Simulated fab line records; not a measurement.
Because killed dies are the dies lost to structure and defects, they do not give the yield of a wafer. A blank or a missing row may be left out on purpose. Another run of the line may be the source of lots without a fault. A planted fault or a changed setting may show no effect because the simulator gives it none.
Matching of chambers / flow n5_finfet / 4 sister chambers for N5_MOL_CONTACT_COAG_ALD_133 on ald_sin-02
The step deposits SiO2, target thk 5 nm, pulse time 1 s, co reactant pulse time 1 s. 14 wafers are shown with their chamber, then 7 later ones without.

WAFERS, EACH WITH ITS CHAMBER
wafer=L076.1; chamber=3; heater_power_w (W)=90; precursor_pulse_height_rel=0.993; susceptor_temp_C (C)=100.07
wafer=L076.3; chamber=1; heater_power_w (W)=66; precursor_pulse_height_rel=0.978; susceptor_temp_C (C)=100.16
wafer=L076.4; chamber=2; heater_power_w (W)=70; precursor_pulse_height_rel=1.017; susceptor_temp_C (C)=99.81
wafer=L080.1; chamber=2; heater_power_w (W)=69; precursor_pulse_height_rel=1.017; susceptor_temp_C (C)=100.13
wafer=L080.3; chamber=1; heater_power_w (W)=67; precursor_pulse_height_rel=0.995; susceptor_temp_C (C)=99.95
wafer=L080.5; chamber=0; heater_power_w (W)=80; precursor_pulse_height_rel=0.971; susceptor_temp_C (C)=99.87
wafer=L083.2; chamber=3; heater_power_w (W)=90; precursor_pulse_height_rel=1.012; susceptor_temp_C (C)=100.02
wafer=L083.5; chamber=3; heater_power_w (W)=91; precursor_pulse_height_rel=1.003; susceptor_temp_C (C)=99.93
wafer=L083.6; chamber=2; heater_power_w (W)=69; precursor_pulse_height_rel=0.987; susceptor_temp_C (C)=99.93
wafer=L086.1; chamber=0; heater_power_w (W)=80; precursor_pulse_height_rel=1.012; susceptor_temp_C (C)=100.00
wafer=L086.4; chamber=1; heater_power_w (W)=67; precursor_pulse_height_rel=1.051; susceptor_temp_C (C)=99.86
wafer=L086.5; chamber=1; heater_power_w (W)=68; precursor_pulse_height_rel=0.995; susceptor_temp_C (C)=99.99
wafer=L089.1; chamber=3; heater_power_w (W)=89; precursor_pulse_height_rel=0.996; susceptor_temp_C (C)=99.90
wafer=L089.2; chamber=0; heater_power_w (W)=75; precursor_pulse_height_rel=0.975; susceptor_temp_C (C)=100.14

SIGNATURES (means of the wafers above)
reading=heater_power_w; chamber 0=78.33; chamber 1=67.00; chamber 2=69.33; chamber 3=90.00; scatter within a chamber=1.46
reading=precursor_pulse_height_rel; chamber 0=0.98600; chamber 1=1.00475; chamber 2=1.00700; chamber 3=1.00100; scatter within a chamber=0.0221
reading=susceptor_temp_C; chamber 0=100.0033; chamber 1=99.9900; chamber 2=99.9567; chamber 3=99.9800; scatter within a chamber=0.124
Rule: for a wafer and a chamber, the distance is found by dividing, reading by reading, the gap between the wafer's reading and the chamber's mean by the reading's scatter, squaring, summing and taking the root. If the next closest chamber is less than 2 further off than the closest, the wafer can't be placed; otherwise it belongs to the closest. The scatter: the root of (the sum of the squares of (reading less its chamber's mean) over the shown wafers, divided by (wafers less chambers)).

WAFERS WITH NO CHAMBER GIVEN
wafer=L089.4; heater_power_w (W)=70; precursor_pulse_height_rel=0.991; susceptor_temp_C (C)=99.95
wafer=L091.1; heater_power_w (W)=68; precursor_pulse_height_rel=1.003; susceptor_temp_C (C)=100.00
wafer=L091.4; heater_power_w (W)=78; precursor_pulse_height_rel=0.991; susceptor_temp_C (C)=100.01
wafer=L091.6; heater_power_w (W)=74; precursor_pulse_height_rel=1.008; susceptor_temp_C (C)=100.12
wafer=L095.2; heater_power_w (W)=77; precursor_pulse_height_rel=0.981; susceptor_temp_C (C)=100.06
wafer=L095.3; heater_power_w (W)=70; precursor_pulse_height_rel=1.003; susceptor_temp_C (C)=100.09
wafer=L095.6; heater_power_w (W)=91; precursor_pulse_height_rel=1.005; susceptor_temp_C (C)=100.01

CHAMBER TAKEN BY EACH
wafer=L089.4; from the rows above=can't be placed: 2 or 1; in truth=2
wafer=L091.1; from the rows above=can't be placed: 1 or 2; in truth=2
wafer=L091.4; from the rows above=0; in truth=0
wafer=L091.6; from the rows above=can't be placed: 0 or 2 or 1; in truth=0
wafer=L095.2; from the rows above=0; in truth=0
wafer=L095.3; from the rows above=can't be placed: 2 or 1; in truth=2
wafer=L095.6; from the rows above=3; in truth=3
Correctly placed: 3 of 7. From these rows, 4 cannot be placed; in 4 the true chamber is one of the candidates. Wrongly placed: 0.
